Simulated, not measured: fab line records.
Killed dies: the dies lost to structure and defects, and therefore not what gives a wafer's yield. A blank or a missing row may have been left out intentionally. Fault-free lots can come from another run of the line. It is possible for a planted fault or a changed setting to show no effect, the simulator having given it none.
Lot-split experiment || flow n5 finfet || 21 wafers read across 7 lots, on a route 1938 steps long

## THE SPLIT ITSELF
At N5_BEOL_M0_SAQP_PECVD_04 (deposits a-Si from SiH4/He, target thk 60 nm, time 60.2 s), the setting time s was moved away from the recipe's 60.2 s on 7 of the 21 wafers read, by -13.9% to +11.9%. For the rest of the wafers, this setting stayed at what the recipe calls for.

## FROM THE SPLIT TO THE READING: what the file shows between them, 7 steps
- N5_BEOL_M0_SAQP_THK_MEAS_05
- N5_BEOL_M0_SAQP_HM_DEP_111: deposits SiO2 from SiH4/N2O, target thk 12 nm, time 7.2 s
- N5_BEOL_M0_SAQP_COAT_81: time 60 s, resist thk 100 nm
- N5_BEOL_M0_SAQP_ETCH_84: etches SOC in N2/H2, target depth 100 nm, overetch 20 nm, time 150 s
- N5_BEOL_M0_SAQP_STRIP_80: strips in N2/H2
- N5_BEOL_M0_SAQP_HM_OPEN_112: chemistry CHF3/O2, target SiO2, stops on a-Si, target depth 12 nm, time 13.5 s
- N5_BEOL_M0_SAQP_STRIP_113: strips in CHF3/O2

## THE READING
oes product au, in a.u., at N5_BEOL_M0_SAQP_MANDREL_ETCH_20 (etches a-Si in HBr/Cl2, stops on SiNx, target depth 60 nm, bt time 10 s, time 30 s). On this fab line, fault-free wafers typically give 0.778 a.u. with a standard deviation of 0.01 a.u.

{"wafer": "L074.3", "tool, chamber at the split": "pecvd-04, 0", "time s as run, s": 67.31, "against the recipe": "+11.8%", "oes product au, a.u.": 0.842, "against lot-mates on the recipe": "+0.069"}
{"wafer": "L074.4", "tool, chamber at the split": "pecvd-04, 2", "time s as run, s": 60.2, "against the recipe": "recipe", "oes product au, a.u.": 0.773, "against lot-mates on the recipe": "-"}
{"wafer": "L074.6", "tool, chamber at the split": "pecvd-04, 1", "time s as run, s": 67.31, "against the recipe": "+11.8%", "oes product au, a.u.": 0.819, "against lot-mates on the recipe": "+0.046"}
{"wafer": "L077.1", "tool, chamber at the split": "pecvd-03, 1", "time s as run, s": 60.2, "against the recipe": "recipe", "oes product au, a.u.": 0.747, "against lot-mates on the recipe": "-"}
{"wafer": "L077.4", "tool, chamber at the split": "pecvd-03, 1", "time s as run, s": 60.2, "against the recipe": "recipe", "oes product au, a.u.": 0.781, "against lot-mates on the recipe": "-"}
{"wafer": "L077.5", "tool, chamber at the split": "pecvd-03, 0", "time s as run, s": 67.17, "against the recipe": "+11.6%", "oes product au, a.u.": 0.829, "against lot-mates on the recipe": "+0.065"}
{"wafer": "L080.1", "tool, chamber at the split": "pecvd-01, 2", "time s as run, s": 60.2, "against the recipe": "recipe", "oes product au, a.u.": 0.783, "against lot-mates on the recipe": "-"}
{"wafer": "L080.4", "tool, chamber at the split": "pecvd-01, 2", "time s as run, s": 67.39, "against the recipe": "+11.9%", "oes product au, a.u.": 0.848, "against lot-mates on the recipe": "+0.059"}
{"wafer": "L080.5", "tool, chamber at the split": "pecvd-01, 0", "time s as run, s": 60.2, "against the recipe": "recipe", "oes product au, a.u.": 0.795, "against lot-mates on the recipe": "-"}
{"wafer": "L081.1", "tool, chamber at the split": "pecvd-04, 2,1,0", "time s as run, s": 60.2, "against the recipe": "recipe", "oes product au, a.u.": 0.768, "against lot-mates on the recipe": "-"}
{"wafer": "L081.2", "tool, chamber at the split": "pecvd-04, 2,1,0", "time s as run, s": 60.2, "against the recipe": "recipe", "oes product au, a.u.": 0.787, "against lot-mates on the recipe": "-"}
{"wafer": "L081.3", "tool, chamber at the split": "pecvd-04, 2,1,0", "time s as run, s": 60.2, "against the recipe": "recipe", "oes product au, a.u.": 0.779, "against lot-mates on the recipe": "-"}
{"wafer": "L085.1", "tool, chamber at the split": "pecvd-01, 1", "time s as run, s": 51.85, "against the recipe": "-13.9%", "oes product au, a.u.": 0.702, "against lot-mates on the recipe": -0.072}
{"wafer": "L085.4", "tool, chamber at the split": "pecvd-01, 2", "time s as run, s": 60.2, "against the recipe": "recipe", "oes product au, a.u.": 0.770, "against lot-mates on the recipe": "-"}
{"wafer": "L085.6", "tool, chamber at the split": "pecvd-01, 0", "time s as run, s": 60.2, "against the recipe": "recipe", "oes product au, a.u.": 0.777, "against lot-mates on the recipe": "-"}
{"wafer": "L093.2", "tool, chamber at the split": "pecvd-04, 0", "time s as run, s": 60.2, "against the recipe": "recipe", "oes product au, a.u.": 0.773, "against lot-mates on the recipe": "-"}
{"wafer": "L093.4", "tool, chamber at the split": "pecvd-04, 0", "time s as run, s": 60.2, "against the recipe": "recipe", "oes product au, a.u.": 0.778, "against lot-mates on the recipe": "-"}
{"wafer": "L093.5", "tool, chamber at the split": "pecvd-04, 2", "time s as run, s": 60.2, "against the recipe": "recipe", "oes product au, a.u.": 0.775, "against lot-mates on the recipe": "-"}
{"wafer": "L097.1", "tool, chamber at the split": "pecvd-04, 0", "time s as run, s": 66.89, "against the recipe": "+11.1%", "oes product au, a.u.": 0.827, "against lot-mates on the recipe": "+0.058"}
{"wafer": "L097.2", "tool, chamber at the split": "pecvd-04, 2", "time s as run, s": 60.2, "against the recipe": "recipe", "oes product au, a.u.": 0.769, "against lot-mates on the recipe": "-"}
{"wafer": "L097.6", "tool, chamber at the split": "pecvd-04, 0", "time s as run, s": 66.89, "against the recipe": "+11.1%", "oes product au, a.u.": 0.831, "against lot-mates on the recipe": "+0.062"}
Where a row lists several chambers, the file gives one row for several wafers and doesn't say which wafer went through which chamber.

THE FIT
A straight line over all 21 wafers: oes product au changes by +0.00505 a.u. for each +1% of time s; r = +0.96; the points scatter about the line by 0.01 a.u.
The same after taking each lot's own level away (the mean of its wafers on the recipe; 21 wafers): +0.00516 a.u. for each +1%; r = +0.97; scatter 0.008 a.u.
On that fit, the largest move of time s shifts the reading by 0.072 a.u.
Across the lots, their own levels run from 0.7640 to 0.7890 a.u., a range of 2.5 times the standard deviation given above.
Hence the lot-to-lot level has little effect on the slope; both slopes agree.
Check: -0.0716 a.u. against its lot-mates is what the line predicts for one of the wafers moved furthest among these (-13.9%) when that wafer is left out of the fit. It came out at -0.0715 a.u. against them.

## ADDITIONAL SPLITS CARRIED BY THESE WAFERS
Note: prior to the reading, these wafers also went through further splits. Each is held against what the fit with the lots' levels taken away leaves over:
{"other split on the same wafers": "N5_GATE_CUT_EXPOSE_10 dose mj", "wafers away from the commonest value": 7, "r with oes product au (lot level and that fit taken away)": "+0.23"}
{"other split on the same wafers": "N5_GATE_CUT_DESCUM_18 time s", "wafers away from the commonest value": 6, "r with oes product au (lot level and that fit taken away)": "+0.12"}
{"other split on the same wafers": "N5_MOL_CONTACT_COAG_SPUTTER_143 target thk a", "wafers away from the commonest value": 8, "r with oes product au (lot level and that fit taken away)": -0.29}
{"other split on the same wafers": "N5_MOL_CONTACT_COAG_CVD_140 target thk a", "wafers away from the commonest value": 8, "r with oes product au (lot level and that fit taken away)": "+0.18"}
{"other split on the same wafers": "N5_BEOL_M0_SAQP_PECVD_03 time s", "wafers away from the commonest value": 9, "r with oes product au (lot level and that fit taken away)": "+0.24"}

## THE WHOLE CHAIN: every reading that the file lists as answering this split, in the file's order
{"step": "N5_BEOL_M0_SAQP_PECVD_04", "what it does": "deposits a-Si from SiH4/He, target thk 60 nm, time 60.2 s", "reading": "a-Si_of_BEOL_M0_SAQP_PECVD_04.thk nm (the simulator's own value, which no gauge read)", "change (the file's fit)": "+0.665 nm for each +1% of the setting", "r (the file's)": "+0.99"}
{"step": "N5_BEOL_M0_SAQP_THK_MEAS_05", "what it does": "", "reading": "thk nm", "change (the file's fit)": "withheld for each +1% of the setting", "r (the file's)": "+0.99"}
{"step": "N5_BEOL_M0_SAQP_HM_OPEN_112", "what it does": "chemistry CHF3/O2, target SiO2, stops on a-Si, target depth 12 nm, time 13.5 s", "reading": "a-Si_of_BEOL_M0_SAQP_PECVD_04.thk nm (the simulator's own value, which no gauge read)", "change (the file's fit)": "+0.664 nm for each +1% of the setting", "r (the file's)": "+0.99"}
{"step": "N5_BEOL_M0_SAQP_MANDREL_ETCH_20", "what it does": "etches a-Si in HBr/Cl2, stops on SiNx, target depth 60 nm, bt time 10 s, time 30 s", "reading": "oes product au", "change (the file's fit)": "+0.00517 a.u. for each +1% of the setting", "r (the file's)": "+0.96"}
{"step": "N5_BEOL_M0_SAQP_MANDREL_ETCH_20", "what it does": "etches a-Si in HBr/Cl2, stops on SiNx, target depth 60 nm, bt time 10 s, time 30 s", "reading": "etch.depth nm (the simulator's own value, which no gauge read)", "change (the file's fit)": "+0.662 nm for each +1% of the setting", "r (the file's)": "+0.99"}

## THE FILE'S OWN FIT
oes product au changes by +0.00517 a.u. for each +1% of time s, r = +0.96.
